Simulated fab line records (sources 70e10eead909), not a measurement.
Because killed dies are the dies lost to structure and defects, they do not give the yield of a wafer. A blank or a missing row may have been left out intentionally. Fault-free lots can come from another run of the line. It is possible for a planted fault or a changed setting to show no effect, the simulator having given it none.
What tool caused it? | flow nand harc | 39 wafers from 13 lots sampled at 5 of the route's 1159 steps

## WHAT THE GAUGES READ, wafer by wafer
NHARC_THIN_TSV_CD_MEAS_16. Usual: cd nm reads 1000.1 nm (standard deviation 1.4).
lot  | measured     | on        | cd nm (nm)           | flag
L645 | day 18 16:19 | cd sem-03 | 1000.3 999.6 1000.8  |
L646 | day 18 17:23 | cd sem-02 | 1000.0 999.9 998.9   |
L647 | day 19 04:22 | cd sem-03 | 1001.3 999.4 999.0   |
L649 | day 19 05:26 | cd sem-01 | 998.7 997.9 998.7    |
L648 | day 19 06:55 | cd sem-01 | 998.7 998.6 998.2    |
L650 | day 19 23:35 | cd sem-01 | 1000.9 1001.0 1000.8 |
L652 | day 20 13:30 | cd sem-02 | 1002.0 999.7 1000.8  |
L664 | day 23 09:51 | cd sem-03 | 997.3 995.4 996.0    |
L665 | day 23 11:11 | cd sem-01 | 1001.2 1001.9 1002.3 |
L667 | day 24 08:53 | cd sem-01 | 1001.1 999.8 998.8   |
L668 | day 24 05:17 | cd sem-03 | 999.1 999.8 999.9    |

NHARC_END_SORT_01. Usual: defect limited yield 95.1 %, standard deviation 1.6; killed at array 29, standard deviation 11; killed at other 0.6, standard deviation 0.92; killed at periphery 3.2, standard deviation 2; killed dies 33, standard deviation 11; killed open 3.2, standard deviation 2; killed short 1.9, standard deviation 1.5; sort_bin_2_pct 1.6 %, standard deviation 0.67; sort_bin_3_pct 0.26 %, standard deviation 0.22; sort_bin_4_pct 3.1 %, standard deviation 1.1; sort n pass 644, standard deviation 11; sort rim yield pct 96.3 %, standard deviation 2.5; sort yield pct 95.1 %, standard deviation 1.6.
lot  | measured     | on        | defect limited yield (%) | killed at array | killed at other | killed at periphery | killed dies | killed open | killed short | sort_bin_2_pct (%) | sort_bin_3_pct (%) | sort_bin_4_pct (%) | sort n pass | sort rim yield pct (%) | sort yield pct (%) | flag
L645 | day 19 07:01 | prober-01 | 96.9 97.0 97.0           | 18 15 15        | 0 0 2           | 3 5 3               | 21 20 20    | 3 3 2       | 4 0 3        | 1.0 0.4 0.4        | 0.15 0.30 0.30     | 1.9 2.2 2.2        | 656 657 657 | 91.5 98.1 91.5         | 96.9 97.0 97.0     |
L646 | day 19 06:15 | prober-02 | 95.1 96.9 96.2           | 30 19 24        | 2 1 1           | 1 1 1               | 33 21 26    | 4 4 3       | 2 0 4        | 1.2 1.0 0.9        | 0.30 0.30 0        | 3.4 1.8 3.0        | 644 656 651 | 97.2 95.3 98.1         | 95.1 96.9 96.2     |
L648 | day 19 19:38 | prober-02 | 95.1 95.7 96.3           | 27 23 17        | 1 2 1           | 5 4 7               | 33 29 25    | 4 1 6       | 1 2 2        | 1.9 1.5 0.7        | 0.30 0.30 0        | 2.7 2.5 3.0        | 644 648 652 | 99.1 98.1 92.5         | 95.1 95.7 96.3     |
L658 | day 22 07:37 | prober-01 | 0 0 0                    | 45 45 35        | 0 0 0           | 632 632 642         | 677 677 677 | 4 2 7       | 1 3 1        | 95.1 95.9 96.0     | 0.30 0.30 0.30     | 4.6 3.8 3.7        | 0 0 0       | 0 0 0                  | 0 0 0              | OFF
L655 | day 22 16:13 | prober-01 | 0 0 0                    | 29 28 37        | 0 0 0           | 648 649 640         | 677 677 677 | 8 7 6       | 2 2 1        | 96.8 96.3 96.0     | 0 0.30 0.44        | 3.2 3.4 3.5        | 0 0 0       | 0 0 0                  | 0 0 0              | OFF
L665 | day 24 10:43 | prober-01 | 94.2 95.1 95.3           | 34 29 28        | 2 2 2           | 3 2 2               | 39 33 32    | 2 1 3       | 2 8 1        | 1.2 2.1 1.6        | 0.30 0.44 0.44     | 4.3 2.4 2.7        | 638 644 645 | 98.1 97.2 97.2         | 94.2 95.1 95.3     |

## WHAT TOOL EACH LOT RAN ON (gives the tool, then ch and the chambers of the sampled wafers, and finally the start)
lot  | NHARC_P_M2_PVD_21            | NHARC_THIN_TSV_DEGAS_49      | NHARC_THIN_TSV_DESCUM_35
L645 | pvd sputter-02, day 5 22:28  | pvd sputter-03, day 18 18:07 | rie diel-10 ch 2,3, day 18 21:25
L646 | pvd sputter-02, day 6 15:26  | pvd sputter-03, day 18 19:43 | rie diel-08 ch 1,2, day 18 23:01
L647 | pvd sputter-03, day 6 16:21  | pvd sputter-01, day 19 06:10 | rie diel-13 ch 1,2,3, day 19 09:21
L649 | pvd sputter-01, day 7 07:57  | pvd sputter-01, day 19 07:14 | rie diel-08 ch 1,2, day 19 10:33
L648 | pvd sputter-03, day 7 08:35  | pvd sputter-03, day 19 08:46 | rie diel-13 ch 1,3, day 19 11:58
L650 | pvd sputter-03, day 7 14:04  | pvd sputter-01, day 20 02:38 | rie diel-10 ch 1,2,3, day 20 06:04
L652 | pvd sputter-03, day 7 19:01  | pvd sputter-02, day 20 15:43 | rie diel-08 ch 0,3, day 20 18:55
L658 | pvd sputter-01, day 9 19:02  | -                            | -
L655 | pvd sputter-01, day 10 00:44 | -                            | -
L664 | pvd sputter-03, day 10 19:56 | pvd sputter-02, day 23 21:29 | rie diel-08 ch 1,2,3, day 24 00:41
L665 | pvd sputter-03, day 10 20:29 | pvd sputter-03, day 23 21:37 | rie diel-10 ch 0,1,3, day 24 00:55
L667 | pvd sputter-03, day 11 15:19 | pvd sputter-01, day 24 12:01 | rie diel-08 ch 0,3, day 24 15:10
L668 | pvd sputter-02, day 11 19:48 | pvd sputter-01, day 24 07:26 | rie diel-10 ch 1,2,3, day 24 10:39
- NHARC_P_M2_PVD_21: deposits Cu, target thk 30 nm, time 20.49 s.
- NHARC_THIN_TSV_DEGAS_49: time 120 s.
- NHARC_THIN_TSV_DESCUM_35: chemistry O2, time 3 s.

## AS READ BY THE TOOLS THEMSELVES (means over the sampled wafers that have a number; for cases with no such wafer, the mark the record gives instead)
NHARC_P_M2_PVD_21. Usual: throttle valve pct reads 30.4 % (standard deviation 1).
lot  | tool           | throttle valve pct (%) | flag
L645 | pvd sputter-02 | 29.9                   |
L646 | pvd sputter-02 | 30.4                   |
L647 | pvd sputter-03 | 30.4                   |
L649 | pvd sputter-01 | 31.6                   |
L648 | pvd sputter-03 | 30.3                   |
L650 | pvd sputter-03 | 30.2                   |
L652 | pvd sputter-03 | 30.5                   |
L658 | pvd sputter-01 | 29.9                   |
L655 | pvd sputter-01 | 30.0                   |
L664 | pvd sputter-03 | 30.7                   |
L665 | pvd sputter-03 | 30.9                   |
L667 | pvd sputter-03 | 30.9                   |
L668 | pvd sputter-02 | 29.9                   |

NHARC_THIN_TSV_DEGAS_49. Usual: heater power w reads 461 W (standard deviation 50).
lot  | tool           | heater power w (W) | flag
L645 | pvd sputter-03 | 539                |
L646 | pvd sputter-03 | 535                |
L647 | pvd sputter-01 | 436                |
L649 | pvd sputter-01 | 430                |
L648 | pvd sputter-03 | 484                |
L650 | pvd sputter-01 | 435                |
L652 | pvd sputter-02 | 489                |
L664 | pvd sputter-02 | 455                |
L665 | pvd sputter-03 | 482                |
L667 | pvd sputter-01 | 444                |
L668 | pvd sputter-01 | 426                |

NHARC_THIN_TSV_DESCUM_35. Usual: drypump motor current A 5.8 A, standard deviation 0.37; oes product au 1.000 a.u., standard deviation 0.0065; rf vpp V 57.7 V, standard deviation 0.91; showerhead plenum p Torr 1.88 Torr, standard deviation 0.083; throttle valve pct 11.311 %, standard deviation 0.0096.
lot  | tool        | drypump motor current A (A) | oes product au (a.u.) | rf vpp V (V) | showerhead plenum p Torr (Torr) | throttle valve pct (%) | flag
L645 | rie diel-10 | 6.0                         | 1.004                 | 56.8         | 1.85                            | 11.316                 |
L646 | rie diel-08 | 5.7                         | 1.004                 | 57.6         | 1.96                            | 11.317                 |
L647 | rie diel-13 | 5.5                         | 1.002                 | 57.9         | 1.88                            | 11.306                 |
L649 | rie diel-08 | 5.8                         | 1.003                 | 57.7         | 1.89                            | 11.307                 |
L648 | rie diel-13 | 5.5                         | 0.996                 | 58.3         | 1.95                            | 11.318                 |
L650 | rie diel-10 | 5.9                         | 0.999                 | 57.3         | 1.85                            | 11.309                 |
L652 | rie diel-08 | 6.0                         | 1.012                 | 58.4         | 1.85                            | 11.314                 |
L664 | rie diel-08 | 5.6                         | 1.002                 | 57.3         | 1.89                            | 11.317                 |
L665 | rie diel-10 | 5.6                         | 0.995                 | 57.5         | 1.83                            | 11.315                 |
L667 | rie diel-08 | 5.7                         | 0.998                 | 56.9         | 1.83                            | 11.315                 |
L668 | rie diel-10 | 5.9                         | 0.997                 | 59.0         | 1.84                            | 11.308                 |

## THE ANSWER, worked out from the rows above alone
Rule: take the mean of a lot's wafers that have a number; if it is more than 3 standard deviations from the usual mean, the lot is off. A lot without any number at a reading at which 4 lots or more have one is off too. All remaining lots with rows at the step are treated as sound. After the gauges, taken in route order, come the tools' own readings; for these a lot's mean is taken, as printed above. At the first step where some lot is off, the reading lying furthest off is the one used; lots without a number count as furthest.
Off: L658, L655 (NHARC_END_SORT_01, killed at periphery). Neither off nor sound, because the step has no rows for them: L647, L649, L650, L652, L664, L667, L668.
A tool fits if, at a process step before that reading, it ran every lot that is off, and no sound lot after the first of them. Those tools and the gauges at NHARC_END_SORT_01 are tried in the same way. One candidate fits, namely pvd sputter-01 at NHARC_P_M2_PVD_21. It ran no sound lot before its first lot that is off in this sample, so the start can't be narrowed down.

## WHAT THE SIMULATOR PUT IN
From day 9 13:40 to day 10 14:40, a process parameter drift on pvd sputter-01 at NHARC_P_M2_PVD_21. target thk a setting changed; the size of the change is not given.
Shown lots that were struck: L658, L655. The rule above reached the same finding.
